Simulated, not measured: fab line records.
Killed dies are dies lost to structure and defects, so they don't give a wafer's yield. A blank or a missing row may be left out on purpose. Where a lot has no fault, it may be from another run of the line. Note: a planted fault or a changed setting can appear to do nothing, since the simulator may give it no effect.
Lot-split experiment -- flow n5Finfet -- on a route of 1938 steps: 7 lots, 21 wafers read

== THE SPLIT ITSELF ==
At N5_FIN_CUT_EXPOSE_05 (exposes mask FIN CUT), the setting doseMj was moved away from the recipe's 45.75 on 8 of the 21 wafers read, by -4.9% to +7.5%. The other wafers ran this setting at the recipe's value.

== FROM THE SPLIT TO THE READING: what the file shows between them, 2 steps ==
- N5_FIN_CUT_PEB_06: peb time 60 s
- N5_FIN_CUT_DEVELOP_07: develop time 30 s

== THE READING ==
cdNm (nm) at N5_FIN_CUT_CD_MEAS_08, where the cd target is 29.1 nm. On this fab line, fault-free wafers typically give 29.13 nm with a standard deviation of 0.26 nm.

wafer,"tool, chamber at the split",doseMj as run,against the recipe,"cdNm, nm",against lot-mates on the recipe
L074.3,"euvScanner-02, 0",47.92,+4.7%,30.14,+0.98
L074.5,"euvScanner-02, 0",47.92,+4.7%,29.98,+0.82
L074.6,"euvScanner-02, 0",45.75,recipe,29.16,-
L075.2,"euvScanner-02, 0",45.75,recipe,29.28,-
L075.4,"euvScanner-02, 0",45.75,recipe,29.19,-
L075.6,"euvScanner-02, 0",45.75,recipe,28.80,-
L077.2,"euvScanner-01, 0",45.75,recipe,29.24,-
L077.3,"euvScanner-01, 0",45.75,recipe,29.30,-
L077.4,"euvScanner-01, 0",43.51,-4.9%,28.52,-0.75
L079.1,"euvScanner-02, 0",45.75,recipe,29.43,-
L079.2,"euvScanner-02, 0",48.86,+6.8%,30.71,+1.28
L079.6,"euvScanner-02, 0",48.86,+6.8%,30.37,+0.94
L085.2,"euvScanner-01, 0",45.75,recipe,28.88,-
L085.5,"euvScanner-01, 0",45.75,recipe,29.07,-
L085.6,"euvScanner-01, 0",45.75,recipe,28.81,-
L089.1,"euvScanner-01, 0",49.16,+7.5%,30.80,+1.59
L089.3,"euvScanner-01, 0",49.16,+7.5%,30.57,+1.36
L089.6,"euvScanner-01, 0",45.75,recipe,29.21,-
L097.1,"euvScanner-01, 0",47.5,+3.8%,29.76,+0.86
L097.2,"euvScanner-01, 0",45.75,recipe,28.93,-
L097.4,"euvScanner-01, 0",45.75,recipe,28.88,-

THE FIT
A straight line over all 21 wafers: cdNm changes by +0.197 nm for each +1% of doseMj; r = +0.96; the points scatter about the line by 0.21 nm.
The same after taking each lot's own level away (the mean of its wafers on the recipe; 21 wafers): +0.181 nm for each +1%; r = +0.98; scatter 0.14 nm.
According to that fit, moving doseMj by its largest amount changes the reading by 1.3 nm.
The lots' own levels span 28.905 to 29.430 nm, that is 2.0 times the standard deviation above.
Hence the lot-to-lot level has little effect on the slope; both slopes agree.
Check: with one of the wafers moved furthest among these (+7.5%) left out of the fit, the line predicts +1.31 nm for it against its lot-mates. Against them it came out at +1.59 nm.

== THE WHOLE CHAIN: every reading that the file lists as answering this split, in the file's order ==
step,what it does,reading,change (the file's fit),r (the file's)
N5_FIN_CUT_CD_MEAS_08,target cd 29.1 nm,cdNm,+0.183 nm for each +1% of the setting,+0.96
N5_FIN_CUT_ETCH_30,"etches underlayer in N2/H2, target depth 13 nm, time 10.4 s","FIN_CUT.cdOffsetNm (the simulator's own value, which no gauge read)",+0.195 nm for each +1% of the setting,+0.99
N5_FIN_CUT_ETCH_20,"etches SiARC in CF4, target depth 26 nm, time 43.3 s","FIN_CUT.cdOffsetNm (the simulator's own value, which no gauge read)",+0.187 nm for each +1% of the setting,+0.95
N5_FIN_CUT_ETCH_21,"etches SOC in N2/H2, target depth 219 nm, overetch 43.8 nm, time 523.5 s","FIN_CUT.cdOffsetNm (the simulator's own value, which no gauge read)",+0.209 nm for each +1% of the setting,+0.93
N5_FIN_CUT_CUT_ETCH_28,"etches Si in HBr/Cl2/O2, target depth 6 nm, time 2.4 s","FIN_CUT.cdOffsetNm (the simulator's own value, which no gauge read)",+0.182 nm for each +1% of the setting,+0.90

== FILE'S OWN FIT ==
cdNm changes by +0.183 nm for each +1% of doseMj, r = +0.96.
